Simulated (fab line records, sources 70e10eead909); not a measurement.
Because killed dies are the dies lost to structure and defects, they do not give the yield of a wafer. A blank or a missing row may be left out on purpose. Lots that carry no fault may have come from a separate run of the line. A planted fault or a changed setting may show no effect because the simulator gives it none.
Chamber matching | flow nandHarc | NHARC_P_M2_PRE_CLEAN_32 on pecvd-03: 3 sister chambers
The step time 12 s. 6 wafers are shown with their chamber, then 8 later ones without.

== EACH WAFER AND ITS CHAMBER ==
wafer  | chamber | heaterPowerW (W) | heaterPowerOuterW (W)
L086.5 | 1       | 654              | 411
L085.1 | 1       | 638              | 375
L087.1 | 2       | 641              | 394
L087.3 | 0       | 416              | 210
L087.5 | 2       | 623              | 369
L089.3 | 0       | 491              | 263

== WAFERS WITHOUT THEIR CHAMBER ==
wafer  | heaterPowerW (W) | heaterPowerOuterW (W)
L089.5 | 676              | 409
L089.6 | 660              | 394
L090.1 | 730              | 453
L090.3 | 570              | 329
L090.5 | 577              | 330
L094.1 | 658              | 403
L094.3 | 673              | 423
L094.4 | 667              | 403

== CHAMBER TAKEN BY EACH ==
wafer  | from the rows above     | in truth
L089.5 | can't be placed: 1 or 2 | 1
L089.6 | can't be placed: 1 or 2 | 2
L090.1 | can't be placed: 1 or 2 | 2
L090.3 | can't be placed: 2 or 1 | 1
L090.5 | can't be placed: 2 or 1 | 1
L094.1 | can't be placed: 1 or 2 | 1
L094.3 | can't be placed: 1 or 2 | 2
L094.4 | can't be placed: 1 or 2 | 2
0 of 8 placed correctly. Not placeable from these rows: 8 (in 8, the candidates include the true chamber). 0 placed wrongly.
How it was worked out, from the rows above alone: a wafer's distance from a chamber is the root of the sum, over the readings, of the square of ((its reading less the chamber's mean) divided by the reading's scatter). The wafer belongs to the nearest chamber; if the next one is less than 2 further off, it can't be placed. For every chamber, the mean is computed from those of its wafers that are shown. How the scatter is found: for the shown wafers, subtract from each reading the mean of its chamber, square and add these, divide the total by (wafers less chambers), then take the root.
